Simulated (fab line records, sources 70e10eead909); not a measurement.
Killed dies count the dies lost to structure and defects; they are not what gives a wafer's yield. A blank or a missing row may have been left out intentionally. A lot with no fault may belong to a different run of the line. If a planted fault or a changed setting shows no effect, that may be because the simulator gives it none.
Matching of chambers -- flow nand-harc -- NHARC_A_M1_STRIP_18 on rie-diel-06 has 4 sister chambers
The step strips in N2/H2. 14 wafers are shown with their chamber, then 7 later ones without.

WAFERS PAIRED WITH THEIR CHAMBERS
wafer,chamber,drypump-motor-current-A (A),showerhead-plenum-p-Torr (Torr),throttle-valve-pct (%)
L074.2,0,6.6,1.92,14.174
L074.5,3,5.4,2.08,14.184
L074.6,2,5.9,2.00,14.172
L078.1,2,5.9,2.00,14.160
L078.2,0,6.6,1.91,14.161
L078.5,1,5.9,1.92,14.187
L079.2,1,5.9,1.92,14.165
L079.3,3,5.5,2.08,14.174
L079.6,3,5.5,2.08,14.172
L083.2,1,5.9,1.92,14.170
L083.3,3,5.4,2.08,14.182
L083.5,1,5.9,1.92,14.184
L090.3,2,5.9,1.99,14.167
L090.4,3,5.4,2.08,14.170

SIGNATURES, as means of the wafers listed above
reading,chamber 0,chamber 1,chamber 2,chamber 3,scatter within a chamber
drypump-motor-current-A,6.600,5.900,5.900,5.440,0.0346
showerhead-plenum-p-Torr,1.9150,1.9200,1.9967,2.0800,0.00342
throttle-valve-pct,14.16750,14.17650,14.16633,14.17640,0.00808
Rule: distance of a wafer from a chamber = root of the sum over the readings of ((wafer's reading minus chamber's mean) / reading's scatter) squared. If the next closest chamber is less than 2 further off than the closest, the wafer can't be placed; otherwise it belongs to the closest. The scatter is the square root of a quotient: the sum, over the shown wafers, of each reading's squared deviation from its chamber's mean, divided by wafers minus chambers.

WAFERS WITH NO CHAMBER GIVEN
wafer,drypump-motor-current-A (A),showerhead-plenum-p-Torr (Torr),throttle-valve-pct (%)
L090.5,6.6,1.91,14.186
L092.1,6.6,1.91,14.164
L092.4,5.9,1.99,14.174
L092.5,5.9,1.99,14.184
L097.2,5.4,2.08,14.177
L097.4,5.9,1.91,14.167
L097.6,6.6,1.91,14.169

THE CHAMBER EACH PASSED THROUGH
wafer,from the rows above,in truth
L090.5,0,0
L092.1,0,0
L092.4,2,2
L092.5,2,2
L097.2,3,3
L097.4,1,1
L097.6,0,0
Placed correctly: 7 of 7. Number that these rows cannot place: 0. Placed wrongly: 0.
